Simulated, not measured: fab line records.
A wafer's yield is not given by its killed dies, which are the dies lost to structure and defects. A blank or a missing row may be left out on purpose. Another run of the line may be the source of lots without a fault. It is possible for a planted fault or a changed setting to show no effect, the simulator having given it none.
Chamber matching :: flow n5_finfet :: 4 sister chambers for N5_HKMG_FIN_ALD_75 on ald_hk-02
The step deposits Al2O3, target thk 1 nm, co reactant pulse time 1 s. 4 wafers are shown with their chamber, then 8 later ones without.

WAFERS, EACH WITH ITS CHAMBER
wafer: L081.4
chamber: 1
heater_power_w (W): 154

wafer: L087.4
chamber: 2
heater_power_w (W): 168

wafer: L087.6
chamber: 0
heater_power_w (W): 146

wafer: L088.1
chamber: 3
heater_power_w (W): 134

WAFERS MISSING THEIR CHAMBER
wafer: L088.4
heater_power_w (W): 171

wafer: L088.6
heater_power_w (W): 150

wafer: L089.1
heater_power_w (W): 151

wafer: L089.2
heater_power_w (W): 138

wafer: L089.4
heater_power_w (W): 168

wafer: L090.2
heater_power_w (W): 168

wafer: L090.3
heater_power_w (W): 149

wafer: L090.5
heater_power_w (W): 148

EACH ONE'S CHAMBER
wafer: L088.4
from the rows above: 2
in truth: 2

wafer: L088.6
from the rows above: can't be placed: 0 or 1
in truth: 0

wafer: L089.1
from the rows above: can't be placed: 1 or 0
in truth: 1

wafer: L089.2
from the rows above: can't be placed: 3 or 0
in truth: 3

wafer: L089.4
from the rows above: 2
in truth: 2

wafer: L090.2
from the rows above: 2
in truth: 2

wafer: L090.3
from the rows above: can't be placed: 0 or 1
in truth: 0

wafer: L090.5
from the rows above: can't be placed: 0 or 1
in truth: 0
3 of 8 placed correctly. Unplaceable from these rows: 5, with the true chamber sitting among the candidates in 5. Placed wrongly: 0.
How it was worked out, from the rows above alone: a wafer's distance from a chamber is the root of the sum, over the readings, of the square of ((its reading less the chamber's mean) divided by the reading's scatter). If the next closest chamber is less than 2 further off than the closest, the wafer can't be placed; otherwise it belongs to the closest. Each chamber's mean is taken over the wafers shown for it. The scatter: with one shown wafer a chamber, the root of the mean of the squares of how far each hidden wafer lies from its nearest shown one.
